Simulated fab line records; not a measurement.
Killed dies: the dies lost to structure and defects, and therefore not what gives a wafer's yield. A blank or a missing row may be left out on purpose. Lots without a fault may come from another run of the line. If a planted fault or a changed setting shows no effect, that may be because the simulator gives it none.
Which tool is to blame?    flow nand harc    12 lots with 36 wafers sampled at 5 steps, on a route of 1159 steps

== WHAT THE GAUGES READ, wafer by wafer ==
NHARC_END_SORT_01.
lot   measured      on         killed at array  killed at other  killed at periphery  killed dies  killed open  killed short
L889  day 23 18:03  prober-01  30 32 34         0 2 1            2 2 0                32 36 35     1 4 7        0 4 2
L895  day 24 10:23  prober-02  27 26 28         0 1 1            3 5 4                30 32 33     2 5 3        0 2 1

== TOOL THAT RAN EACH LOT (tool first, then ch and the chambers of the sampled wafers, then the start) ==
lot   NHARC_A_STAIRCASE_ETCH_25                      NHARC_A_STAIRCASE_TRIM_189                     NHARC_A_STAIRCASE_ETCH_190                     NHARC_A_STAIRCASE_ETCH_192
L876  rie diel-09 ch 1,2,3, day 11 11:45 or earlier  rie diel-04 ch 0,1,3, day 11 11:45 or earlier  rie diel-04 ch 0,3, day 11 11:45 or earlier    rie diel-04 ch 0,1, day 11 11:45
L879  rie diel-04 ch 2,3, day 11 20:31 or earlier    rie diel-11 ch 0,3, day 11 20:31 or earlier    rie diel-11 ch 1,2, day 11 20:31 or earlier    rie diel-11 ch 0,2,3, day 11 20:31
L878  rie diel-11 ch 2,3, day 11 20:35 or earlier    rie diel-11 ch 0,1,2, day 11 20:35 or earlier  rie diel-11 ch 0,2,3, day 11 20:35 or earlier  rie diel-11 ch 0,1,2, day 11 20:35
L880  rie diel-11 ch 0,1,2, day 12 08:09 or earlier  rie diel-11 ch 1,2, day 12 08:09 or earlier    rie diel-11 ch 0,1,2, day 12 08:09 or earlier  rie diel-11 ch 0,1, day 12 08:09
L887  rie diel-11 ch 2,3, day 13 22:48 or earlier    rie diel-04 ch 0,1,2, day 13 22:48 or earlier  rie diel-04 ch 1,3, day 13 22:48 or earlier    rie diel-04 ch 1,2,3, day 13 22:48
L889  rie diel-09 ch 0,1,2, day 14 20:47 or earlier  rie diel-09 ch 1,2, day 14 20:47 or earlier    rie diel-09 ch 0,1, day 14 20:47 or earlier    rie diel-09 ch 0,1, day 14 20:47
L891  rie diel-11 ch 0,1,2, day 14 21:56 or earlier  rie diel-11 ch 2,3, day 14 21:56 or earlier    rie diel-11 ch 0,1, day 14 21:56 or earlier    rie diel-11 ch 1,2, day 14 21:56
L893  rie diel-09 ch 0,1, day 15 12:05 or earlier    rie diel-11 ch 1,2,3, day 15 12:05 or earlier  rie diel-11 ch 0,3, day 15 12:05 or earlier    rie diel-11 ch 0,3, day 15 12:05
L895  rie diel-09 ch 0,2,3, day 15 23:46 or earlier  rie diel-11 ch 0,2,3, day 15 23:46 or earlier  rie diel-11 ch 0,3, day 15 23:46 or earlier    rie diel-11 ch 0,2,3, day 15 23:46
L894  rie diel-11 ch 2,3, day 15 23:42 or earlier    rie diel-09 ch 2,3, day 15 23:42 or earlier    rie diel-09 ch 1,3, day 15 23:42 or earlier    rie diel-09 ch 1,2, day 15 23:42
L897  rie diel-04 ch 0,3, day 16 07:11 or earlier    rie diel-09 ch 0,2, day 16 07:11 or earlier    rie diel-09 ch 0,1,2, day 16 07:11 or earlier  rie diel-09 ch 0,3, day 16 07:11
L898  rie diel-04 ch 1,2,3, day 16 08:55 or earlier  rie diel-09 ch 0,1,2, day 16 08:55 or earlier  rie diel-09 ch 1,2,3, day 16 08:55 or earlier  rie diel-09 ch 1,2,3, day 16 08:55
- NHARC_A_STAIRCASE_ETCH_25: etches the open film in C4F8/O2, target depth 100 nm, time 40.5 s.
- NHARC_A_STAIRCASE_TRIM_189: chemistry O2, time 211.2 s.
- NHARC_A_STAIRCASE_ETCH_190: etches the open film in C4F8/O2, target depth 100 nm, time 40.5 s.
- NHARC_A_STAIRCASE_ETCH_192: etches the open film in C4F8/O2, target depth 100 nm, time 40.5 s.

== AS READ BY THE TOOLS THEMSELVES (means over the sampled wafers that have a number; for cases with no such wafer, the mark the record gives instead) ==
NHARC_A_STAIRCASE_ETCH_25.
lot   tool         oes product au (a.u.)  rf fwd power W (W)  rf vpp V (V)
L876  rie diel-09  0.940                  594.6               898
L879  rie diel-04  0.955                  591.1               897
L878  rie diel-11  0.938                  593.8               898
L880  rie diel-11  0.951                  594.5               895
L887  rie diel-11  0.943                  593.9               897
L889  rie diel-09  0.936                  591.3               901
L891  rie diel-11  0.956                  594.8               895
L893  rie diel-09  0.951                  591.7               901
L895  rie diel-09  0.946                  591.2               896
L894  rie diel-11  0.938                  594.2               898
L897  rie diel-04  0.947                  591.0               896
L898  rie diel-04  0.956                  591.4               899

NHARC_A_STAIRCASE_TRIM_189.
lot   tool         drypump motor current A (A)  oes product au (a.u.)  rf vpp V (V)  showerhead plenum p Torr (Torr)  throttle valve pct (%)
L876  rie diel-04  5.6                          1.008                  57.9          3.62                             17.036
L879  rie diel-11  5.7                          1.003                  57.6          3.52                             17.042
L878  rie diel-11  5.8                          1.001                  57.3          3.51                             17.035
L880  rie diel-11  5.5                          1.003                  57.6          3.45                             17.037
L887  rie diel-04  5.5                          1.012                  57.8          3.66                             17.037
L889  rie diel-09  6.3                          0.996                  58.5          3.64                             17.043
L891  rie diel-11  5.3                          1.009                  58.1          3.53                             17.040
L893  rie diel-11  5.5                          1.004                  57.1          3.48                             17.031
L895  rie diel-11  5.7                          0.999                  58.5          3.54                             17.047
L894  rie diel-09  5.6                          0.999                  56.9          3.45                             17.041
L897  rie diel-09  5.4                          0.996                  57.9          3.59                             17.045
L898  rie diel-09  5.9                          1.000                  57.6          3.63                             17.037

NHARC_A_STAIRCASE_ETCH_190.
lot   tool         oes product au (a.u.)  rf fwd power W (W)  rf vpp V (V)
L876  rie diel-04  0.944                  590.9               897
L879  rie diel-11  0.946                  595.3               893
L878  rie diel-11  0.943                  593.4               897
L880  rie diel-11  0.941                  596.9               895
L887  rie diel-04  0.945                  591.2               897
L889  rie diel-09  0.930                  591.3               901
L891  rie diel-11  0.939                  597.6               892
L893  rie diel-11  0.938                  593.3               895
L895  rie diel-11  0.925                  593.7               893
L894  rie diel-09  0.944                  592.2               895
L897  rie diel-09  0.938                  591.8               899
L898  rie diel-09  0.944                  593.5               897

NHARC_A_STAIRCASE_ETCH_192.
lot   tool         oes product au (a.u.)  rf fwd power W (W)  rf vpp V (V)
L876  rie diel-04  0.945                  592.3               900
L879  rie diel-11  0.936                  594.3               897
L878  rie diel-11  0.948                  594.9               895
L880  rie diel-11  0.963                  593.7               893
L887  rie diel-04  0.923                  560.4               900
L889  rie diel-09  0.949                  589.5               901
L891  rie diel-11  0.951                  592.2               893
L893  rie diel-11  0.939                  593.5               894
L895  rie diel-11  0.939                  595.9               896
L894  rie diel-09  0.935                  596.0               898
L897  rie diel-09  0.955                  591.3               897
L898  rie diel-09  0.930                  593.9               897

== THE ANSWER, worked out from the rows above alone ==
Rule: the usual values come from the lots themselves. The widest of any qualifying gaps counts: lots, ordered by their means at a reading, are off when they make up no more than a third of the lots, leave a main group of 4 or more, and stand apart from it by 3 or more times the standard deviation of that group's means. A main group is skipped when, at the precision printed for the reading in the tables above, its means are all equal. A lot without any number at a reading at which 4 lots or more have one is off too. All remaining lots with rows at the step are treated as sound. After the gauges, taken in route order, come the tools' own readings; for these a lot's mean is taken, as printed above. The first step at which some lot is off is used, and at that step the reading that is off furthest; a lot without a number counts as furthest.
Off, at NHARC_A_STAIRCASE_ETCH_192 on rf fwd power W: L887. Main group: mean 593.4 W, sd 1.9.
If a tool, at that step or one of the process steps before it, ran each lot that is off and ran no sound lot following the first of them, it fits. NHARC_A_STAIRCASE_ETCH_25: start missing for some lots; hours and lot order therefore follow NHARC_A_STAIRCASE_ETCH_192. NHARC_A_STAIRCASE_TRIM_189: start missing for some lots; hours and lot order therefore follow NHARC_A_STAIRCASE_ETCH_192. NHARC_A_STAIRCASE_ETCH_190: start missing for some lots; hours and lot order therefore follow NHARC_A_STAIRCASE_ETCH_192. One fits: rie diel-04 at NHARC_A_STAIRCASE_TRIM_189 and NHARC_A_STAIRCASE_ETCH_190 and NHARC_A_STAIRCASE_ETCH_192. At NHARC_A_STAIRCASE_TRIM_189 its last sound lot is L876 (day 11 11:45), its first lot that is off L887 (day 13 22:48): a fault that began between those two fits.

== WHAT WAS PUT IN BY THE SIMULATOR ==
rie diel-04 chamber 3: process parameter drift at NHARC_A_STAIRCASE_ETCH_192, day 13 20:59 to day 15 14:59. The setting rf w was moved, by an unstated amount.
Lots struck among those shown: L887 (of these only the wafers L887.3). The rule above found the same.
